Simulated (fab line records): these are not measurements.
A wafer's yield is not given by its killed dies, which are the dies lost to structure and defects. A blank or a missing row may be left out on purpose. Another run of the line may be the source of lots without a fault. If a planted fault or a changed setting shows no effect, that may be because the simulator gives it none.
Problem report in the 8D (eight disciplines) form, filled by code -- flow n5 finfet -- the parts of the form that need people (team, actions taken, sign-off) are left out

1. WHAT IS WRONG
etch rf on time s at N5_BEOL_M2_ETCH_74 reads a mean of 5.87 s on 4 wafers of 3 lots; wafers without a fault read 5.17 s with a standard deviation of 0.12. That puts it +5.9 standard deviations away from the usual mean.
The step: etches underlayer in N2/H2, target depth 6.5 nm, time 5.2 s.
Earliest sighting: wafer L625.3 on rie diel-02 at day 10 01:33. The record holds 26 wafers of 10 lots with a number at this step. Rule for "out" (also "out of limits"): further than 4 standard deviations from the usual mean. All remaining wafers that have a number are taken as sound.

2. WHAT IT IS; WHAT IT IS NOT
question,is,is not
which readings at this step,etch rf on time s,"drypump motor current A, oes product au, rf vpp V, showerhead plenum p Torr, throttle valve pct"
which lots,"L625, L626, L627","L613, L614, L615, L617, L618, L628, L632"
which wafers of those lots,"L625.3, L625.6, L626.3, L627.6","L625.5, L626.1, L627.1"
read on which tools,rie diel-02,"rie diel-01, rie diel-05"
when,from day 10 01:33,"up to then (15 sound wafers); but 7 sound wafers of L626, L627, L628, L632 came after"

3. WHAT RULES OUT EACH SUSPECT
Counting: any tool at a process step up to the reading remains a suspect provided it ran every lot that is out. Sound lots after the first of them don't rule it out here, since some wafers of a struck lot are sound.
- rie diel-02 at N5_BEOL_M2_ETCH_74 (etches underlayer in N2/H2, target depth 6.5 nm, time 5.2 s): kept. Ran every lot that is out, first one L625 (day 10 01:33); last sound lot up to then L615 (day 7 04:20). Out on those wafers are its own readings of etch rf on time s.
After counting, what remains is rie diel-02 at N5_BEOL_M2_ETCH_74.

4. THE CAUSE (what the simulator had put in)
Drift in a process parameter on rie diel-02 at N5_BEOL_M2_ETCH_74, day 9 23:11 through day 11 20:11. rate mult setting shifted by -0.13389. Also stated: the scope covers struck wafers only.
Counting left only this tool.

5. THE EFFECT CHAIN, in route order
Each row: a reading whose mean over the struck wafers that have a number lies more than 3 standard deviations from the usual. Readings are gone through only where the record gives a usual standard deviation; hours: the median, over the lots, of the time from a lot's start at the first step in this table giving one to that lot's start at this step; sigmas: the change measured in usual standard deviations.
hours,step,reading,usual,on struck wafers,change,sigmas
0,N5_BEOL_M2_ETCH_74,etch rf on time s,5.17 s,5.87,+0.70,+5.9
Process steps it contains:
- N5_BEOL_M2_ETCH_74: etches underlayer in N2/H2, target depth 6.5 nm, time 5.2 s.
Later measuring or inspecting steps at which every struck wafer that the step has a row for has a number for every such reading, and none has moved that far: N5_BEOL_M4_RC_MEAS_101.

6. HOW IT WOULD HAVE BEEN CAUGHT EARLIER
In this record the first reading out of limits was taken at day 10 01:33, 2 hours after the fault began at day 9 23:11.
